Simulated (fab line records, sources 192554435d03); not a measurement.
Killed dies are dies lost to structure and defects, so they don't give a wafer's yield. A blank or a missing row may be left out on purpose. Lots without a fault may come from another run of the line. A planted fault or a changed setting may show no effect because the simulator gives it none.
Which tool did it? | flow n5_finfet | 9 lots, 27 wafers sampled, at 7 steps of a route of 1938

WHAT THE GAUGES READ, wafer by wafer
N5_FIN_SAQP_OCD_MEAS_76.
lot  | measured    | on     | trench_depth_nm (nm)
L377 | day 2 02:50 | ocd-01 | 118.2 120.9 120.0
L380 | day 3 03:04 | ocd-01 | 119.3 122.3 121.5
L383 | day 3 16:02 | ocd-02 | 119.9 116.6 117.2
L387 | day 4 14:53 | ocd-01 | 118.5 119.8 118.9
L393 | day 6 04:31 | ocd-01 | 117.3 117.1 117.9
L394 | day 6 10:02 | ocd-02 | 119.0 118.8 117.1
L395 | day 6 14:33 | ocd-02 | 118.8 120.6 121.1
L399 | day 7 14:35 | ocd-01 | 117.2 118.6 117.8
L400 | day 7 19:53 | ocd-02 | 122.5 122.2 120.8

N5_FIN_SAQP_INSPECT_40: inspects for defects (brightfield).
lot  | measured    | on                | raw_defect_count
L377 | day 2 02:52 | defect_inspect-01 | 235 301 314
L380 | day 3 03:05 | defect_inspect-02 | 380 205 340
L383 | day 3 16:04 | defect_inspect-02 | 258 233 231
L387 | day 4 14:55 | defect_inspect-01 | 168 192 186
L393 | day 6 04:33 | defect_inspect-02 | 265 266 202
L394 | day 6 10:04 | defect_inspect-01 | 191 189 154
L395 | day 6 14:35 | defect_inspect-01 | 259 1025 141
L399 | day 7 14:37 | defect_inspect-02 | 286 285 223
L400 | day 7 19:55 | defect_inspect-02 | 1065 1068 239

N5_FIN_CUT_CD_MEAS_08: target cd 29.1 nm.
lot  | measured    | on        | cd_nm (nm)
L377 | day 2 03:14 | cd_sem-02 | 29.10 29.06 29.35
L380 | day 3 03:31 | cd_sem-01 | 28.90 28.91 29.26
L383 | day 3 16:22 | cd_sem-03 | 29.08 29.03 29.61
L387 | day 4 15:20 | cd_sem-03 | 29.54 29.53 29.18
L393 | day 6 04:59 | cd_sem-03 | 29.13 29.13 29.16
L394 | day 6 10:30 | cd_sem-03 | 28.62 28.96 28.57
L395 | day 6 14:53 | cd_sem-03 | 28.98 29.29 29.37
L399 | day 7 15:02 | cd_sem-01 | 29.11 29.44 29.72
L400 | day 7 20:21 | cd_sem-01 | 29.61 29.38 29.34

N5_FIN_CUT_INSPECT_10: inspects for defects (brightfield).
lot  | measured    | on                | raw_defect_count
L377 | day 2 03:19 | defect_inspect-02 | 49 53 67
L380 | day 3 03:37 | defect_inspect-02 | 60 40 72
L383 | day 3 16:27 | defect_inspect-02 | 50 33 57
L387 | day 4 15:25 | defect_inspect-01 | 41 32 31
L393 | day 6 05:04 | defect_inspect-02 | 41 45 36
L394 | day 6 10:35 | defect_inspect-02 | 43 50 38
L395 | day 6 14:58 | defect_inspect-02 | 59 884 28
L399 | day 7 15:07 | defect_inspect-02 | 38 59 40
L400 | day 7 20:26 | defect_inspect-01 | 845 852 33

N5_BEOL_M4_RC_MEAS_101.
lot  | measured     | on        | DIBL_N (mV/V)  | DIBL_P (mV/V)  | IOFF_N (nA/um)    | IOFF_P (nA/um) | ION_N (uA/um) | ION_P (uA/um) | SS_N (mV/dec)  | SS_P (mV/dec)  | VT_N (mV)         | VT_P (mV)
L377 | day 7 17:38  | prober-01 | 35.5 34.1 34.8 | 35.6 33.7 34.4 | 0.172 0.148 0.159 | 0.26 0.23 0.24 | 685 678 681   | 473 478 474   | 71.3 71.3 71.0 | 73.5 73.0 72.9 | 250.0 248.9 248.9 | -243 -246 -244
L380 | day 9 04:48  | prober-02 | 36.3 38.0 36.7 | 36.2 39.1 35.7 | 0.161 0.208 0.169 | 0.22 0.28 0.21 | 674 682 674   | 462 465 454   | 71.1 72.0 71.8 | 74.1 73.7 73.2 | 249.6 246.3 250.4 | -247 -248 -247
L383 | day 9 05:35  | prober-01 | 35.8 37.2 35.4 | 37.4 38.3 36.6 | 0.168 0.183 0.158 | 0.24 0.24 0.21 | 689 681 666   | 473 463 459   | 71.4 71.7 70.7 | 73.3 73.6 73.8 | 248.0 246.9 249.3 | -249 -247 -252
L387 | day 10 14:10 | prober-02 | 35.7 34.4 33.6 | 35.9 34.8 33.0 | 0.157 0.137 0.122 | 0.21 0.20 0.17 | 667 666 648   | 456 463 452   | 71.3 70.3 71.2 | 73.0 73.0 71.8 | 250.1 248.8 253.3 | -247 -248 -251
L393 | day 12 01:50 | prober-01 | 36.9 35.4 35.4 | 35.9 34.5 34.0 | 0.178 0.158 0.147 | 0.21 0.20 0.18 | 678 664 662   | 461 453 445   | 72.2 72.0 71.9 | 73.9 72.6 73.1 | 247.4 249.4 252.3 | -249 -252 -254
L394 | day 11 21:24 | prober-02 | 37.7 38.6 36.4 | 38.0 38.5 36.7 | 0.194 0.223 0.178 | 0.29 0.30 0.26 | 690 675 681   | 478 467 474   | 71.5 71.7 71.2 | 73.4 74.1 72.9 | 245.4 243.9 244.9 | -244 -244 -244
L395 | day 12 12:24 | prober-01 | 37.8 34.7 37.3 | 38.4 34.8 38.4 | 0.207 0.137 0.178 | 0.23 0.18 0.23 | 679 658 672   | 458 456 459   | 72.8 71.4 72.2 | 73.4 72.3 74.3 | 246.9 250.4 245.6 | -248 -252 -248
L399 | day 13 21:41 | prober-01 | 36.2 35.4 34.2 | 37.0 37.1 34.5 | 0.186 0.171 0.136 | 0.23 0.22 0.18 | 670 690 660   | 458 465 451   | 72.1 71.6 71.1 | 73.9 74.4 72.8 | 245.1 248.0 251.7 | -248 -250 -253
L400 | day 14 04:16 | prober-02 | 36.1 35.0 38.2 | 36.2 35.4 39.4 | 0.149 0.136 0.190 | 0.18 0.17 0.24 | 665 678 675   | 456 459 462   | 71.0 70.9 71.5 | 72.9 73.7 74.2 | 252.6 253.1 249.5 | -253 -255 -248

WHICH TOOL RAN EACH LOT (tool, then ch and the chambers of the sampled wafers, then the start)
lot  | N5_FIN_SAQP_RECESS_75             | N5_FIN_SAQP_SPACER2_ETCHBACK_29
L377 | vapor_etch-01 ch 0,1, day 1 23:25 | rie_diel-01 ch 0,2,3, day 2 02:05
L380 | vapor_etch-01 ch 0,1, day 2 18:59 | rie_diel-06 ch 0,2,3, day 3 02:13
L383 | vapor_etch-02 ch 0,1, day 3 12:25 | rie_diel-06 ch 1,2,3, day 3 15:17
L387 | vapor_etch-02 ch 0,1, day 4 11:07 | rie_diel-05 ch 1,2,3, day 4 14:07
L393 | vapor_etch-02 ch 0,1, day 5 23:55 | rie_diel-01 ch 0,3, day 6 03:45
L394 | vapor_etch-01 ch 0,1, day 6 06:31 | rie_diel-05 ch 0,3, day 6 09:17
L395 | vapor_etch-01 ch 0,1, day 6 10:32 | rie_diel-01 ch 1,2,3, day 6 13:45
L399 | vapor_etch-02 ch 1, day 7 10:58   | rie_diel-01 ch 0,2,3, day 7 13:49
L400 | vapor_etch-01 ch 0,1, day 7 15:41 | rie_diel-06 ch 0,1,2, day 7 19:04
- N5_FIN_SAQP_RECESS_75: chemistry HF/NH3, target SiO2, target depth 14.4 nm, afs cycles 3, sublimation time 60 s.
- N5_FIN_SAQP_SPACER2_ETCHBACK_29: etches SiO2 in CHF3/O2, target depth 12.2 nm, time 6.1 s.

WHAT THE TOOLS THEMSELVES READ (means of the sampled wafers that have a number; where no wafer has one, the mark that the record gives instead)
N5_FIN_SAQP_RECESS_75.
lot  | tool          | drypump_motor_current_A (A)
L377 | vapor_etch-01 | 5.5
L380 | vapor_etch-01 | 5.5
L383 | vapor_etch-02 | 6.2
L387 | vapor_etch-02 | 6.1
L393 | vapor_etch-02 | 6.1
L394 | vapor_etch-01 | 5.5
L395 | vapor_etch-01 | 5.5
L399 | vapor_etch-02 | 6.0
L400 | vapor_etch-01 | 5.5

N5_FIN_SAQP_SPACER2_ETCHBACK_29.
lot  | tool        | CHF3_flow_sccm (sccm) | drypump_motor_current_A (A) | oes_product_au (a.u.) | rf_vpp_V (V) | showerhead_plenum_p_Torr (Torr) | throttle_valve_pct (%)
L377 | rie_diel-01 | 49.99                 | 5.7                         | 0.78                  | 524          | 2.45                            | 18.76
L380 | rie_diel-06 | 49.96                 | 5.8                         | 0.79                  | 527          | 2.45                            | 18.85
L383 | rie_diel-06 | 50.05                 | 5.7                         | 0.77                  | 528          | 2.41                            | 18.99
L387 | rie_diel-05 | 49.93                 | 5.7                         | 0.71                  | 518          | 2.34                            | 19.07
L393 | rie_diel-01 | 49.86                 | 5.4                         | 0.76                  | 525          | 2.41                            | 18.81
L394 | rie_diel-05 | 49.84                 | 5.2                         | 0.75                  | 515          | 2.29                            | 19.07
L395 | rie_diel-01 | 49.92                 | 5.9                         | 0.71                  | 521          | 2.42                            | 18.94
L399 | rie_diel-01 | 50.08                 | 5.7                         | 0.74                  | 525          | 2.43                            | 18.81
L400 | rie_diel-06 | 50.05                 | 5.8                         | 0.73                  | 523          | 2.39                            | 19.01

THE ANSWER, worked out from the rows above alone
Rule: what is usual is taken from the lots themselves. Put in order of their means at a reading, lots are off if they are a third of the lots or fewer, leave a main group of 4 or more, and stand apart from it by a gap of 3 or more times the standard deviation of the main group's means; of several such gaps the widest counts. A main group whose means are all the same, to the digits that the tables above print for the reading, isn't used. A lot without any number at a reading at which 4 lots or more have one is off too. The other lots that the step has rows for count as sound. The gauges are gone through in route order, then the tools' own readings, and for those a lot's mean is taken as printed above. The first step at which some lot is off is used, and at that step the reading that is off furthest; a lot without a number counts as furthest.
Off: L395, L400, at N5_FIN_SAQP_INSPECT_40 (raw_defect_count). The main group: mean 243, standard deviation 45.
A tool fits if, at a process step before that reading, it ran every lot that is off, and no sound lot after the first of them. The gauges at N5_FIN_SAQP_INSPECT_40 are tried like those tools. One fits: vapor_etch-01 at N5_FIN_SAQP_RECESS_75. Its last sound lot is L394 (day 6 06:31), its first lot that is off L395 (day 6 10:32): a fault that began between those two fits.

WHAT THE SIMULATOR HAD PUT IN
Chamber particle source: vapor_etch-01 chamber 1, from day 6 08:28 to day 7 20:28, at N5_FIN_SAQP_RECESS_75. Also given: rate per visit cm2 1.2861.
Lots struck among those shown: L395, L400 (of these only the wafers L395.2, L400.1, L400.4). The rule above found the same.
